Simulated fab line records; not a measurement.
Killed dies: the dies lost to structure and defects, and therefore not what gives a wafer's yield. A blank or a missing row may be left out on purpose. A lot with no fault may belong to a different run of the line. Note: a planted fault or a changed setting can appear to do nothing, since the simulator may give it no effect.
fab line records	flow nand_harc
record lots=6	wafers=18	last_day=33
route steps=1302 shown P_M2@321 END@1302
lots untouched by any fault: they come from a run of this same line in which no faults occurred
start_h: start of the lot's first displayed wafer, in hours after the record's first day	wait_h: hours elapsed since this lot's preceding step	" as in the row above	L1.1+2: a single row standing in for several wafers	- no value, or no start given	* or withheld: withheld	< > ~ a bound
route shown NAME@n: NAME is a module with steps in the file, n the number in the route of the first one	usual: mean and standard deviation over wafers with no fault	same: alike in all rows	chamber/n: place in a boat	sites: readings site by site	_std_site: their standard deviation	_edge_site: mean of outer sites minus mean of inner sites	radius_mm: how far each site lies from the wafer's centre	mask NAME#n: copy n	behind: tool/chamber where the wafer was last shaped	hold: the reason the lot was held/the length of the hold in hours/how it ended	device: the n, p or np transistor that did not switch	end of line: tests run on the same wafers once the route is complete	a step without rows: its recipe alone	killed: count of dies lost to structure and defects at first sort (not the wafer's yield)	map: a wafer's dies, x killed, . not, _ none there
set.NAME: the setting as run; set.NAME@STEP: as run at that earlier step	model.NAME: the simulator's own value behind a step, which no gauge read
a table for each step, a row for each wafer; lots at some steps of the route
services: the hour from which a tool's chamber was out of use, counted from the record's first day as start_h (under 0 if before that day), plus the number of hours and why
## steps
# step NHARC_P_M2_COAT_34
# recipe temp_c=200	time_s=65
# step NHARC_P_M2_COAT_03
# recipe spin_rpm=1500	resist_thk_nm=90
# step NHARC_P_M2_SOFTBAKE_04
# recipe temp_c=105	time_s=55
# step NHARC_P_M2_EBR_05
# step NHARC_P_M2_EXPOSE_06
# recipe na=1.35	target_cd_nm=170	dose_mj=80.78	mask_id=P_M2
# step NHARC_P_M2_PEB_07
# recipe peb_temp_c=100	peb_time_s=65
# step NHARC_P_M2_DEVELOP_08
# recipe develop_time_s=35	dev_temp_c=23
# step NHARC_P_M2_CD_MEAS_09
# recipe target_cd_nm=170	landing_energy_ev=500
# usual cd_nm=170.0/0.5
lot.wafer	tool	chamber	start_h	wait_h	cd_nm
L944.2	cd_sem-02	0	146.51	-	169.8
L944.5	"	0	"	"	170.0
L944.6	"	0	"	"	170.0
L953.2	cd_sem-01	0	216.33	-	170.3
L953.4	"	0	"	"	170.1
L953.6	"	0	"	"	169.7
L957.3	cd_sem-03	0	258.42	-	170.4
L957.4	"	0	"	"	169.9
L957.6	"	0	"	"	170.7
L959.1	cd_sem-02	0	280.84	-	170.0
L959.2	"	0	"	"	169.5
L959.6	"	0	"	"	170.2
L965.3	cd_sem-01	0	337.56	-	169.9
L965.4	"	0	"	"	169.7
L965.6	"	0	"	"	169.9
L966.2	cd_sem-02	0	351.26	-	169.8
L966.4	"	0	"	"	170.1
L966.6	"	0	"	"	169.4
# step NHARC_P_M2_OVL_MEAS_10
# recipe pitch_nm=340
# usual overlay_x_nm=0.1/0.75	overlay_y_nm=-0.1/0.73
lot.wafer	tool	chamber	start_h	wait_h	overlay_x_nm	overlay_y_nm
L944.2	overlay-01	-	146.59	-	0.7	0.4
L944.5	"	-	"	"	1.1	0.5
L944.6	"	-	"	"	0.9	0.0
L953.2	overlay-02	-	216.42	-	0.4	0.1
L953.4	"	-	"	"	0.4	-0.3
L953.6	"	-	"	"	0.1	-0.1
L957.3	overlay-02	-	258.50	-	0.5	-1.0
L957.4	"	-	"	"	0.4	-1.0
L957.6	"	-	"	"	0.9	-0.7
L959.1	overlay-02	-	280.92	-	0.7	-0.9
L959.2	"	-	"	"	1.0	-1.5
L959.6	"	-	"	"	0.8	-1.8
L965.3	overlay-02	-	337.65	-	-0.1	-0.3
L965.4	"	-	"	"	0.2	-1.1
L965.6	"	-	"	"	0.4	-0.9
L966.2	overlay-01	-	351.35	-	1.8	-0.8
L966.4	"	-	"	"	2.2	-0.9
L966.6	"	-	"	"	2.6	-0.1
# step NHARC_P_M2_INSPECT_11
# usual raw_defect_count=4.9/2.9
lot.wafer	tool	chamber	start_h	wait_h	raw_defect_count
L944.2	defect_inspect-01	-	146.63	0.0	8
L944.5	"	-	"	"	8
L944.6	"	-	"	"	2
L953.2	defect_inspect-01	-	216.45	0.0	6
L953.4	"	-	"	"	3
L953.6	"	-	"	"	6
L957.3	defect_inspect-02	-	258.54	0.0	2
L957.4	"	-	"	"	5
L957.6	"	-	"	"	6
L959.1	defect_inspect-01	-	280.96	0.0	2
L959.2	"	-	"	"	5
L959.6	"	-	"	"	2
L965.3	defect_inspect-01	-	337.68	0.0	3
L965.4	"	-	"	"	3
L965.6	"	-	"	"	2
L966.2	defect_inspect-01	-	351.38	0.0	2
L966.4	"	-	"	"	6
L966.6	"	-	"	"	3
# step NHARC_P_M2_DESCUM_14
# recipe time_s=3	o2_flow_sccm=200	ar_flow_sccm=0	bias_power_w=0	chemistry=O2
# usual drypump_motor_current_A=6.0/0.53	oes_product_au=1.000/0.0072	rf_vpp_V=57.8/0.94	showerhead_plenum_p_Torr=1.91/0.092	throttle_valve_pct=11.311/0.0097
lot.wafer	tool	chamber	start_h	wait_h	drypump_motor_current_A	oes_product_au	rf_hours_counter_h	rf_vpp_V	showerhead_plenum_p_Torr	throttle_valve_pct
L944.2	rie_diel-01	1	146.69	0.1	6.4	0.998	4.8	57.5	1.87	11.317
L944.6	"	1	"	"	6.4	0.998	-	57.4	1.87	11.310
L944.5	"	2	"	"	5.8	1.010	-	56.8	1.79	11.304
L953.4	rie_diel-01	1	216.51	0.1	6.5	1.010	0.4	58.1	1.87	11.314
L953.2	"	2	"	"	5.8	1.008	0.3	57.8	1.79	11.302
L953.6	"	1	"	"	6.5	1.003	-	56.6	1.87	11.294
L957.3	rie_diel-01	3	258.62	0.1	6.6	0.992	2.6	57.4	2.06	11.310
L957.4	"	0	"	"	5.3	1.008	2.3	59.0	1.94	11.310
L957.6	"	2	"	"	5.8	0.999	-	56.1	1.79	11.325
L959.2	rie_diel-01	2	281.03	0.1	5.8	0.997	4.5	57.1	1.79	11.316
L959.1	"	0	"	"	5.3	1.004	4.0	59.2	1.94	11.298
L959.6	"	1	"	"	6.4	1.010	-	58.4	1.87	11.299
L965.4	rie_diel-01	2	337.74	0.1	5.8	1.000	6.5	57.9	1.79	11.307
L965.3	"	0	"	"	5.3	1.009	6.5	57.5	1.94	11.309
L965.6	"	2	"	"	5.8	0.996	-	55.9	1.79	11.313
L966.2	rie_diel-08	3	351.45	0.1	5.4	1.003	9.6	57.1	1.94	11.314
L966.4	"	1	"	"	5.2	1.003	8.1	57.8	2.04	11.324
L966.6	"	3	"	"	5.4	0.992	-	59.3	1.94	11.303
# step NHARC_P_M2_ETCH_35
# recipe target_depth_a=400	overetch_a=120	time_s=43.94	ion_energy_ev=200	n2_flow_sccm=150	h2_flow_sccm=150	ar_flow_sccm=0	rf_w=400	bias_w=150	chemistry=N2/H2
# usual drypump_motor_current_A=6.0/0.53	oes_product_au=1.002/0.0067	rf_vpp_V=430.3/2.8	run_length_s=65.19/0.29	showerhead_plenum_p_Torr=2.04/0.1	throttle_valve_pct=14.170/0.0091
lot.wafer	tool	chamber	start_h	wait_h	drypump_motor_current_A	oes_product_au	rf_hours_counter_h	rf_vpp_V	run_length_s	showerhead_plenum_p_Torr	throttle_valve_pct
L944.2	rie_diel-01	3	146.78	0.1	6.6	0.998	4.2	434.7	64.90	2.20	14.175
L944.6	"	2	"	"	5.8	1.001	-	426.7	65.42	1.90	14.172
L944.5	"	3	"	"	6.6	0.998	-	433.3	65.17	2.20	14.151
L953.2	rie_diel-01	2	216.61	0.1	5.9	0.992	0.3	426.8	65.01	1.90	14.182
L953.4	"	0	"	"	5.3	1.011	0.4	431.3	65.06	2.07	14.169
L953.6	"	2	"	"	5.8	0.992	-	427.2	65.31	1.90	14.170
L957.4	rie_diel-01	1	258.69	0.1	6.5	1.005	2.6	430.0	64.82	1.99	14.153
L957.3	"	3	"	"	6.6	1.001	2.6	432.9	65.25	2.20	14.162
L957.6	"	1	"	"	6.5	1.013	-	427.8	65.43	1.99	14.177
L959.2	rie_diel-01	3	281.12	0.1	6.6	1.006	4.1	434.4	65.34	2.20	14.158
L959.1	"	0	"	"	5.3	1.003	4.0	431.9	65.14	2.06	14.160
L959.6	"	1	"	"	6.4	1.010	-	429.6	64.97	1.99	14.161
L965.4	rie_diel-01	3	337.83	0.1	6.6	0.999	5.6	434.5	65.37	2.20	14.171
L965.3	"	1	"	"	6.5	1.000	6.6	430.3	65.37	1.99	14.187
L965.6	"	3	"	"	6.6	0.991	-	434.8	64.84	2.20	14.168
L966.2	rie_diel-08	0	351.53	0.1	6.0	0.996	8.2	427.4	65.19	1.90	14.178
L966.4	"	3	"	"	5.4	1.002	9.6	432.3	65.55	2.07	14.173
L966.6	"	0	"	"	6.0	1.001	-	427.4	65.64	1.90	14.181
# step NHARC_P_M2_ETCH_15
# recipe target_depth_a=1825	time_s=91.2	c4f8_flow_sccm=withheld	ar_flow_sccm=400	rf_w=600	bias_w=300	chemistry=C4F8/Ar
# usual oes_product_au=0.954/0.022	rf_vpp_V=440.6/2.9	run_length_s=112.5/0.35
lot.wafer	tool	chamber	start_h	wait_h	oes_product_au	rf_hours_counter_h	rf_vpp_V	run_length_s
L944.2	rie_diel-01	1	146.86	-	0.949	4.8	441.5	111.8
L944.6	"	1	"	"	0.959	-	440.4	112.3
L944.5	"	2	"	"	0.954	-	437.3	112.5
L953.4	rie_diel-01	1	216.70	-	0.978	0.5	440.7	111.8
L953.2	"	2	"	"	0.961	0.3	435.9	112.4
L953.6	"	3	"	"	0.977	-	445.3	112.8
L957.3	rie_diel-01	0	258.78	-	0.973	2.3	442.9	105.1
L957.4	"	1	"	"	0.956	2.6	438.6	104.7
L957.6	"	0	"	"	0.978	-	442.9	105.2
L959.1	rie_diel-01	2	281.20	-	0.965	4.5	436.4	105.0
L959.2	"	3	"	"	0.975	4.1	445.2	104.8
L959.6	"	2	"	"	0.955	-	437.5	105.3
L965.3	rie_diel-01	3	337.92	-	0.922	5.7	444.1	112.4
L965.4	"	1	"	"	0.923	6.6	440.7	112.2
L965.6	"	0	"	"	0.927	-	441.1	113.1
L966.4	rie_diel-08	1	351.62	-	0.923	8.1	444.3	113.0
L966.2	"	0	"	"	0.910	8.3	436.4	112.6
L966.6	"	1	"	"	0.931	-	443.9	112.6
# step NHARC_P_M2_CD_MEAS_16
# usual cd_nm=170.0/0.65
lot.wafer	tool	chamber	start_h	wait_h	cd_nm
L944.2	cd_sem-03	-	147.00	-	170.1
L944.5	"	-	"	"	170.1
L944.6	"	-	"	"	170.3
L953.2	cd_sem-01	-	216.82	-	170.4
L953.4	"	-	"	"	169.8
L953.6	"	-	"	"	169.9
L957.3	cd_sem-02	-	258.91	-	171.1
L957.4	"	-	"	"	170.9
L957.6	"	-	"	"	170.4
L959.1	cd_sem-03	-	281.33	-	170.0
L959.2	"	-	"	"	170.3
L959.6	"	-	"	"	170.5
L965.3	cd_sem-02	-	338.06	-	170.0
L965.4	"	-	"	"	170.4
L965.6	"	-	"	"	170.7
L966.2	cd_sem-01	-	351.76	-	169.2
L966.4	"	-	"	"	169.9
L966.6	"	-	"	"	168.8
# step NHARC_END_SORT_01
# recipe temp_c=25
# usual defect_limited_yield=91.9/2.7	killed_at_array=50/18	killed_at_other=0.8/1.1	killed_at_periphery=4.1/2.9	killed_dies=55/18	killed_open=3.5/1.9	killed_short=2.4/1.5	sort_bin_2_pct=2.8/1.2	sort_bin_3_pct=0.6/0.37	sort_bin_4_pct=4.7/1.5	sort_n_pass=622/18	sort_rim_yield_pct=90/4.4	sort_yield_pct=91.9/2.7
# same gross_dies=677	sort_bin_5_pct[%]=0	sort_bin_6_pct[%]=0	sort_bin_7_pct[%]=0	sort_bin_8_pct[%]=0	sort_rim_n_gross=106.00
lot.wafer	tool	chamber	start_h	wait_h	defect_limited_yield[%]	killed_at_array	killed_at_other	killed_at_periphery	killed_dies	killed_open	killed_short	sort_bin_2_pct[%]	sort_bin_3_pct[%]	sort_bin_4_pct[%]	sort_n_pass	sort_rim_yield_pct[%]	sort_yield_pct[%]
L944.2	prober-02	0	592.53	2.8	91.7	52	0	4	56	2	0	3.1	0.6	4.6	621	89	91.7
L944.5	prober-02	0	594.97	3.7	90.4	60	1	4	65	3	3	4.6	0.6	4.4	612	85	90.4
L944.6	prober-02	0	595.78	4.1	91.1	58	0	2	60	4	2	3.4	1.2	4.3	617	87	91.1
L953.2	prober-02	0	670.95	2.8	91.3	49	4	6	59	7	2	3.2	0.7	4.7	618	90	91.3
L953.4	prober-02	0	672.59	3.5	90.3	58	2	6	66	7	1	3.0	1.2	5.6	611	89	90.3
L953.6	prober-02	0	674.22	4.1	90.7	57	2	4	63	4	2	2.8	0.4	6.1	614	91	90.7
L957.3	prober-01	0	697.92	3.1	87.0	87	0	1	88	1	0	4.0	0.6	8.4	589	82	87.0
L957.4	prober-01	0	698.72	3.4	85.2	96	1	3	100	3	2	5.5	1.5	7.8	577	81	85.2
L957.6	prober-01	0	700.33	4.0	86.0	92	0	3	95	4	2	5.5	1.3	7.2	582	82	86.0
L959.1	prober-01	0	710.99	2.5	95.0	33	0	1	34	4	2	1.5	0	3.5	643	90	95.0
L959.2	prober-01	0	711.78	2.8	95.3	29	0	3	32	4	1	2.2	0	2.5	645	89	95.3
L959.6	prober-01	0	714.93	3.9	93.4	42	1	2	45	5	3	2.2	0.1	4.3	632	93	93.4
L965.3	prober-02	0	781.75	3.1	92.6	48	0	2	50	6	1	2.8	0.3	4.3	627	91	92.6
L965.4	prober-02	0	782.56	3.4	93.4	43	0	2	45	3	2	2.4	0.4	3.8	632	92	93.4
L965.6	prober-02	0	784.16	4.0	92.9	47	0	1	48	2	1	1.0	0.3	5.8	629	91	92.9
L966.2	prober-02	0	790.54	2.8	93.6	39	1	3	43	5	1	1.8	0	4.6	634	93	93.6
L966.4	prober-02	0	792.13	3.4	95.6	27	0	3	30	5	0	1.9	0	2.5	647	97	95.6
L966.6	prober-02	0	793.71	4.0	96.0	24	0	3	27	1	2	1.3	0.1	2.5	650	97	96.0
# killed by level:class
L944.2 A_CHANNEL_HOLE_D1:chamber_film_flake=20 A_CHANNEL_HOLE_D2:chamber_film_flake=20 A_CONTACT:chamber_film_flake=3 P_GATE:chamber_film_flake=2 A_DECK1_JOINT:chamber_film_flake=2 A_CHANNEL_FILL_D2:chamber_film_flake=2 A_STAIRCASE:chamber_film_flake=2 P_CONTACT:geometric_particle:open=1
L944.5 A_CHANNEL_HOLE_D1:chamber_film_flake=26 A_CHANNEL_HOLE_D2:chamber_film_flake=19 A_STAIRCASE:chamber_film_flake=4 P_GATE:chamber_film_flake=3 A_CONTACT:chamber_film_flake=3 A_SGD_CUT:chamber_film_flake=2 P_M2:geometric_particle:open=1 THIN_TSV:chamber_film_flake=1
L944.6 A_CHANNEL_HOLE_D1:chamber_film_flake=23 A_CHANNEL_HOLE_D2:chamber_film_flake=14 A_CONTACT:chamber_film_flake=7 A_STAIRCASE:chamber_film_flake=5 A_CHANNEL_FILL_D2:chamber_film_flake=2 P_CONTACT:geometric_particle:open=1 P_M0:geometric_particle:short=1 A_ONON_D1:geometric_particle:open=1
L953.2 A_SLIT:chamber_film_flake=18 A_CHANNEL_HOLE_D2:chamber_film_flake=13 A_CHANNEL_HOLE_D1:chamber_film_flake=5 A_STAIRCASE:chamber_film_flake=4 THIN_TSV:chamber_film_flake=4 A_CONTACT:chamber_film_flake=3 P_M2:chamber_film_flake=2 P_GATE:geometric_particle:open=1
L953.4 A_SLIT:chamber_film_flake=21 A_CHANNEL_HOLE_D2:chamber_film_flake=16 A_CHANNEL_HOLE_D1:chamber_film_flake=7 A_CONTACT:chamber_film_flake=6 A_CONTACT:geometric_particle:open=2 P_M2:chamber_film_flake=2 A_STAIRCASE:chamber_film_flake=2 P_CONTACT:geometric_particle:open=1
L953.6 A_SLIT:chamber_film_flake=25 A_CHANNEL_HOLE_D2:chamber_film_flake=17 A_STAIRCASE:chamber_film_flake=5 A_WL_FILL:chamber_film_flake=2 THIN_TSV:chamber_film_flake=2 P_M0:geometric_particle:open=1 A_DECK1_JOINT:geometric_particle:open=1 A_DECK1_JOINT:geometric_particle:short=1
L957.3 A_SLIT:chamber_film_flake=30 A_CHANNEL_HOLE_D1:chamber_film_flake=23 A_CHANNEL_HOLE_D2:chamber_film_flake=20 A_M1:chamber_film_flake=7 A_CONTACT:chamber_film_flake=3 A_WL_FILL:chamber_film_flake=2 A_CHANNEL_FILL_D1:geometric_particle:open=1 P_BONDPAD:chamber_film_flake=1
L957.4 A_SLIT:chamber_film_flake=34 A_CHANNEL_HOLE_D1:chamber_film_flake=32 A_CHANNEL_HOLE_D2:chamber_film_flake=14 A_WL_FILL:chamber_film_flake=3 A_CONTACT:chamber_film_flake=3 A_M1:chamber_film_flake=3 P_M1:chamber_film_flake=2 A_DECK1_JOINT:chamber_film_flake=2
L957.6 A_SLIT:chamber_film_flake=33 A_CHANNEL_HOLE_D1:chamber_film_flake=30 A_CHANNEL_HOLE_D2:chamber_film_flake=16 A_M1:chamber_film_flake=4 P_M1:chamber_film_flake=3 A_CONTACT:chamber_film_flake=3 A_CHANNEL_HOLE_D1:geometric_particle:open=1 A_CHANNEL_FILL_D1:geometric_particle:open=1
L959.1 A_CHANNEL_HOLE_D2:chamber_film_flake=12 A_CHANNEL_HOLE_D1:chamber_film_flake=5 A_SLIT:chamber_film_flake=4 A_CONTACT:chamber_film_flake=3 A_ONON_D1:geometric_particle:short=1 A_ONON_D1:geometric_particle:open=1 A_DECK1_JOINT:geometric_particle:open=1 A_ONON_D2:geometric_particle:short=1
L959.2 A_CHANNEL_HOLE_D2:chamber_film_flake=10 A_CHANNEL_HOLE_D1:chamber_film_flake=6 A_SLIT:chamber_film_flake=4 A_WL_FILL:chamber_film_flake=2 A_CONTACT:chamber_film_flake=2 P_M2:geometric_particle:open=1 P_M2:geometric_particle:short=1 A_SGD_CUT:geometric_particle:open=1
L959.6 A_CHANNEL_HOLE_D2:chamber_film_flake=21 A_CHANNEL_HOLE_D1:chamber_film_flake=10 A_WL_FILL:geometric_particle:open=2 A_SLIT:chamber_film_flake=2 A_WL_FILL:chamber_film_flake=2 A_CONTACT:chamber_film_flake=2 P_GATE:geometric_particle:short=1 P_M0:geometric_particle:open=1
L965.3 A_SLIT:chamber_film_flake=30 A_CONTACT:chamber_film_flake=3 A_BLC:geometric_particle:open=2 A_CHANNEL_HOLE_D1:unspecified=2 A_CHANNEL_FILL_D1:chamber_film_flake=2 A_CHANNEL_HOLE_D2:chamber_film_flake=2 A_CHANNEL_FILL_D2:chamber_film_flake=2 A_STAIRCASE:chamber_film_flake=2
L965.4 A_SLIT:chamber_film_flake=28 A_CHANNEL_HOLE_D2:chamber_film_flake=3 A_CONTACT:chamber_film_flake=3 A_CHANNEL_HOLE_D1:chamber_film_flake=2 P_CONTACT:geometric_particle:open=1 A_CHANNEL_FILL_D1:geometric_particle:open=1 A_CHANNEL_FILL_D1:geometric_particle:short=1 A_DECK1_JOINT:geometric_particle:open=1
L965.6 A_SLIT:chamber_film_flake=26 A_CHANNEL_HOLE_D2:chamber_film_flake=6 A_CHANNEL_HOLE_D1:unspecified=3 A_CHANNEL_HOLE_D1:chamber_film_flake=2 A_DECK1_JOINT:chamber_film_flake=2 A_STAIRCASE:chamber_film_flake=2 A_ONON_D2:geometric_particle:short=1 A_ONON_D2:geometric_particle:open=1
L966.2 A_CONTACT:chamber_film_flake=13 A_SLIT:chamber_film_flake=11 A_STAIRCASE:chamber_film_flake=8 P_CONTACT:geometric_particle:open=1 P_M0:geometric_particle:short=1 A_ONON_D1:geometric_particle:open=1 A_CHANNEL_HOLE_D2:geometric_particle:open=1 A_WL_FILL:geometric_particle:open=1
L966.4 A_CONTACT:chamber_film_flake=9 A_STAIRCASE:chamber_film_flake=6 A_SLIT:chamber_film_flake=3 A_DECK1_JOINT:geometric_particle:open=2 A_CHANNEL_HOLE_D1:chamber_film_flake=2 P_CONTACT:geometric_particle:open=1 A_CHANNEL_HOLE_D2:geometric_particle:open=1 A_M1:geometric_particle:open=1
L966.6 A_CONTACT:chamber_film_flake=6 A_SLIT:chamber_film_flake=6 A_STAIRCASE:chamber_film_flake=3 A_BONDPAD:chamber_film_flake=3 P_STI:chamber_film_flake=2 A_M0:chamber_film_flake=2 P_M2:geometric_particle:short=1 A_ONON_D2:geometric_particle:short=1
## services
tool	chamber	start_h	hours	kind
rie_diel-01	0	133.83	-	clean
rie_diel-01	1	133.83	-	clean
rie_diel-01	2	133.83	-	clean
rie_diel-01	3	133.83	-	clean
rie_diel-08	0	146.46	8.0	repair
rie_diel-01	0	158.33	-	clean
rie_diel-01	1	158.33	-	clean
rie_diel-01	2	158.33	-	clean
rie_diel-01	3	158.33	-	clean
rie_diel-01	0	182.83	-	clean
rie_diel-01	1	182.83	-	clean
rie_diel-01	2	182.83	-	clean
rie_diel-01	3	182.83	-	clean
rie_diel-08	-	190.80	9.0	pm
rie_diel-01	-	203.83	9.0	pm
rie_diel-01	0	203.83	9.0	vent_cycle
rie_diel-01	1	203.83	9.0	vent_cycle
rie_diel-01	2	203.83	9.0	vent_cycle
rie_diel-01	3	203.83	9.0	vent_cycle
rie_diel-01	0	212.83	-	clean
rie_diel-08	-	261.46	0.5	repair
rie_diel-01	-	292.44	0.5	repair
rie_diel-01	3	295.00	7.8	repair
rie_diel-01	3	350.63	5.5	repair
## key
first_sign step=NHARC_P_M2_ETCH_15	reading=run_length_s	direction=down	sigmas=22	usual=*	struck=*
effect none on later readings
met_at NHARC_P_M2_ETCH_15
struck_wafers L957.3,L957.4,L957.6,L959.1,L959.2,L959.6
onset_between 216.70 258.78
fault kind=process_parameter_drift	tool=rie_diel-01	chamber=-	onset_h=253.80	steps=NHARC_P_M2_ETCH_15	channel=time_s	offset=*	shape=step	end_h=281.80	acts_in=*	stated=*
